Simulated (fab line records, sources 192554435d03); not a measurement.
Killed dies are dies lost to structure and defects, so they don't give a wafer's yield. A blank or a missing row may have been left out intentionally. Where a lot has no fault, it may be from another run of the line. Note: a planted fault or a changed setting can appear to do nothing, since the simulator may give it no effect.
Lot-split experiment -- flow n5Finfet -- 39 wafers read across 7 lots, on a route 1938 steps long

THE SPLIT
At N5_SD_EPI_N_EPI_21 (deposits Si:P, time 690 s), the setting pressureTorr was moved away from the recipe's 255 Torr on 30 of the 39 wafers read, by -16.8% to +19.3%. The other wafers ran this setting at the recipe's value.

The split's own step is where the reading is taken.

THE READING
Si-P_of_SD_EPI_N_EPI_21.thkNm (the simulator's own value, which no gauge read), in nm, at N5_SD_EPI_N_EPI_21 (deposits Si:P, time 690 s). No usual value for it is given in the file. Here, 9 wafers ran the recipe; their average is 59.2 nm with a standard deviation of 0.59 nm.

wafer,"tool, chamber at the split","pressureTorr as run, Torr",against the recipe,"Si-P_of_SD_EPI_N_EPI_21.thkNm, nm",against lot-mates on the recipe
L076.1,"epiRpcvd-02, 0",212.1,-16.8%,54.2,no lot-mate on the recipe
L076.2,"epiRpcvd-02, 0",212.1,-16.8%,54.2,no lot-mate on the recipe
L076.3,"epiRpcvd-02, 0",212.1,-16.8%,53.8,no lot-mate on the recipe
L076.4,"epiRpcvd-02, 0",212.1,-16.8%,53.2,no lot-mate on the recipe
L076.5,"epiRpcvd-02, 0",212.1,-16.8%,53.6,no lot-mate on the recipe
L076.6,"epiRpcvd-02, 0",212.1,-16.8%,54.4,no lot-mate on the recipe
L080.1,"epiRpcvd-03, 0",255,recipe,59.6,-
L080.2,"epiRpcvd-03, 0",255,recipe,58.6,-
L080.3,"epiRpcvd-03, 0",255,recipe,59.2,-
L080.4,"epiRpcvd-03, 0",255,recipe,59,-
L080.5,"epiRpcvd-03, 0",255,recipe,59,-
L080.6,"epiRpcvd-03, 0",255,recipe,58.2,-
L084.1,"epiRpcvd-02, 0",226.2,-11.3%,56.6,no lot-mate on the recipe
L084.2,"epiRpcvd-02, 0",226.2,-11.3%,56.4,no lot-mate on the recipe
L084.3,"epiRpcvd-02, 0",226.2,-11.3%,56,no lot-mate on the recipe
L084.6,"epiRpcvd-02, 0",226.2,-11.3%,56,no lot-mate on the recipe
L084.4,"epiRpcvd-02, 0",226.2,-11.3%,56.2,no lot-mate on the recipe
L084.5,"epiRpcvd-02, 0",226.2,-11.3%,56.8,no lot-mate on the recipe
L087.1,"epiRpcvd-02, 0",255,recipe,58.8,-
L087.5,"epiRpcvd-02, 0",255,recipe,59.8,-
L087.6,"epiRpcvd-02, 0",255,recipe,60.2,-
L092.1,"epiRpcvd-03, 0",304.2,+19.3%,61.6,no lot-mate on the recipe
L092.2,"epiRpcvd-03, 0",304.2,+19.3%,61.8,no lot-mate on the recipe
L092.3,"epiRpcvd-03, 0",304.2,+19.3%,62.4,no lot-mate on the recipe
L092.4,"epiRpcvd-03, 0",304.2,+19.3%,62.4,no lot-mate on the recipe
L092.5,"epiRpcvd-03, 0",304.2,+19.3%,62,no lot-mate on the recipe
L092.6,"epiRpcvd-03, 0",304.2,+19.3%,63,no lot-mate on the recipe
L093.1,"epiRpcvd-01, 0",224,-12.2%,56.2,no lot-mate on the recipe
L093.3,"epiRpcvd-01, 0",224,-12.2%,56.2,no lot-mate on the recipe
L093.2,"epiRpcvd-01, 0",224,-12.2%,55.8,no lot-mate on the recipe
L093.4,"epiRpcvd-01, 0",224,-12.2%,56.4,no lot-mate on the recipe
L093.5,"epiRpcvd-01, 0",224,-12.2%,56.6,no lot-mate on the recipe
L093.6,"epiRpcvd-01, 0",224,-12.2%,56,no lot-mate on the recipe
L095.1,"epiRpcvd-02, 0",214,-16.1%,56,no lot-mate on the recipe
L095.2,"epiRpcvd-02, 0",214,-16.1%,55.6,no lot-mate on the recipe
L095.3,"epiRpcvd-02, 0",214,-16.1%,55.6,no lot-mate on the recipe
L095.4,"epiRpcvd-02, 0",214,-16.1%,56.2,no lot-mate on the recipe
L095.5,"epiRpcvd-02, 0",214,-16.1%,56.2,no lot-mate on the recipe
L095.6,"epiRpcvd-02, 0",214,-16.1%,55.2,no lot-mate on the recipe

FIT RESULTS
A straight line over all 39 wafers: Si-P_of_SD_EPI_N_EPI_21.thkNm changes by +0.209 nm for each +1% of pressureTorr; r = +0.96; the points scatter about the line by 0.76 nm.
Too few moved wafers with a lot-mate on the recipe to fit a line net of each lot's own level.

THE FILE'S OWN FIT
Si-P_of_SD_EPI_N_EPI_21.thkNm changes by +0.209 nm for each +1% of pressureTorr, r = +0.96.
